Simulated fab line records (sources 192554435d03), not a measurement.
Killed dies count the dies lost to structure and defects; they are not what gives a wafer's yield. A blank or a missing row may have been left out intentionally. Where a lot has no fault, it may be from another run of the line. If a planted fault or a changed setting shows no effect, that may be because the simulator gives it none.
Chamber matching / flow n5Finfet / 4 sister chambers for N5_BEOL_M5_STRIP_64 on rieDiel-01
The step strips in CF4. 4 wafers are shown with their chamber, then 11 later ones without.

## WAFERS PAIRED WITH THEIR CHAMBERS
wafer=L085.2; chamber=3; drypumpMotorCurrentA (A)=4.9
wafer=L086.2; chamber=2; drypumpMotorCurrentA (A)=6.4
wafer=L087.6; chamber=1; drypumpMotorCurrentA (A)=5.8
wafer=L088.2; chamber=0; drypumpMotorCurrentA (A)=6.0

## WAFERS WITH NO CHAMBER GIVEN
wafer=L088.3; drypumpMotorCurrentA (A)=5.8
wafer=L088.5; drypumpMotorCurrentA (A)=4.9
wafer=L091.4; drypumpMotorCurrentA (A)=6.0
wafer=L091.5; drypumpMotorCurrentA (A)=6.3
wafer=L091.6; drypumpMotorCurrentA (A)=5.8
wafer=L094.2; drypumpMotorCurrentA (A)=6.0
wafer=L094.3; drypumpMotorCurrentA (A)=4.8
wafer=L094.4; drypumpMotorCurrentA (A)=6.4
wafer=L097.1; drypumpMotorCurrentA (A)=6.0
wafer=L097.4; drypumpMotorCurrentA (A)=4.9
wafer=L097.5; drypumpMotorCurrentA (A)=4.9

## EACH ONE'S CHAMBER
wafer=L088.3; from the rows above=1; in truth=1
wafer=L088.5; from the rows above=3; in truth=3
wafer=L091.4; from the rows above=0; in truth=0
wafer=L091.5; from the rows above=2; in truth=2
wafer=L091.6; from the rows above=1; in truth=1
wafer=L094.2; from the rows above=0; in truth=0
wafer=L094.3; from the rows above=3; in truth=3
wafer=L094.4; from the rows above=2; in truth=2
wafer=L097.1; from the rows above=0; in truth=0
wafer=L097.4; from the rows above=3; in truth=3
wafer=L097.5; from the rows above=3; in truth=3
Correctly placed: 11 of 11. Not placeable from these rows: 0. Placed wrongly: 0.
How it was worked out, from the rows above alone: a wafer's distance from a chamber is the root of the sum, over the readings, of the square of ((its reading less the chamber's mean) divided by the reading's scatter). The wafer belongs to the nearest chamber; if the next one is less than 2 further off, it can't be placed. Each chamber's mean is taken over the wafers shown for it. The scatter: root of mean squared gap, hidden wafer to nearest shown wafer, with one shown wafer a chamber.
